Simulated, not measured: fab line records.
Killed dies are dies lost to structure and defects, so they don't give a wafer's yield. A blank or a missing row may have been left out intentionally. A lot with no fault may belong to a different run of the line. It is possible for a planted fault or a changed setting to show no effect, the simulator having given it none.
Comparing a struck lot with a sound one || flow n5-finfet || 15 steps out of a route of 1938
Sound: wafers L508.1, L508.2, L508.3. Struck: wafer L515.1 (left out: L515.2, L515.6 of the same lot, which were not struck); the cause appears at the end.
Per side, at each step with rows, come the tool, then ch with its chambers, and then its first start. Under that, the readings that differ: sound wafers || struck wafers || difference of the means || sigmas: that difference in standard deviations of wafers without a fault.
alike: a reading whose means differ by less than 2 such deviations, as well as words and numbers matching on both sides. not compared: withheld readings; readings where some wafer has no value; bounds like >300 that might hide an equal value; numbers whose values overlap and for which the record gives no deviation.
Wherever a step has rows on one side only, a row that says differs or no value, or a row with sigmas, the two part there. Numbers that have no deviation but don't overlap get no sigmas and don't part them. A reading missing from all wafers of one side parts the sides only when that side holds two or more wafers.

first, 1 step without rows for these wafers: N5_BEOL_M5_STRIP_91 (strips in N2/H2, time 10 s).
N5_BEOL_M5_OCD_MEAS_38:
  sound on ocd-02 at day 7 16:38; struck on ocd-02 at day 9 18:39
  alike: trench-depth-nm
then, 4 steps without rows for these wafers: N5_BEOL_M5_HM_STRIP_39 (strips TiN in peroxide tin strip, target depth 25 nm, time 158 s); N5_BEOL_M5_SRD_40 (time 30 s); N5_BEOL_M5_PRECLEAN_42 (cleans in residue remover, time 60 s); N5_BEOL_M5_SRD_43 (time 30 s).
N5_BEOL_M5_CD_MEAS_35: target cd 28 nm, target cd y 24 nm.
  sound on cd-sem-03 at day 7 16:47; struck on cd-sem-03 at day 9 18:48
  alike: cd-nm
N5_BEOL_M5_CURE_80: cures SiCOH lowk, time 120 s.
  sound on uv-cure-01 ch 2, day 7 16:50; struck on uv-cure-01 ch 0, day 9 18:50
  alike: lamp-power-pct, wafer_temp_C_max
N5_BEOL_M5_DEGAS_44: time 60 s.
  sound on pvd-sputter-03 at day 7 19:17; struck on pvd-sputter-02 at day 9 19:49
  alike: heater-power-w
N5_BEOL_M5_PRE_CLEAN_45: time 30 s.
  sound on pvd-sputter-03 at day 7 19:20; struck on pvd-sputter-02 at day 9 19:51
  alike: heater-power-w
N5_BEOL_M5_ALD_86: deposits TaN, pulse time 2 s, purge time 3 s, co reactant purge time 2 s.
  sound on ald-metal-04 ch 0,1,3, day 7 19:23; struck on ald-metal-02 ch 0, day 9 19:56
  alike: heater-power-outer-w, heater-power-w, precursor-vessel-temp-c
N5_BEOL_M5_SURFACE_TREAT_87:
  sound on pvd-sputter-03 at day 7 19:41; struck on pvd-sputter-02 at day 9 20:19
  not compared: throttle-valve-pct
N5_BEOL_M5_CVD_47: deposits Co from CCTBA/H2, target thk 3 nm, time 216 s.
  sound on cvd-co-02 ch 0,1,2, day 7 19:50; struck on cvd-co-02 ch 0, day 9 20:26
{"reading": "run-length-s (s)", "sound": "238.5 238.9 240.2", "struck": 98.5, "difference": -140.7, "sigmas": "-99 or more"}
then, 2 steps without rows for these wafers: N5_BEOL_M5_SPUTTER_48 (material Cu, target thk 15 nm, time 27.62 s); N5_PASSIVATION_PROBE_49.

== WHERE THEY PART ==
Within this record, at N5_BEOL_M5_CVD_47 only.

WHY: what had been put in by the simulator
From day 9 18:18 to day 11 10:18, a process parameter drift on cvd-co-02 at N5_BEOL_M5_CVD_47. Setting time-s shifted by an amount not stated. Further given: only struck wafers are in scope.
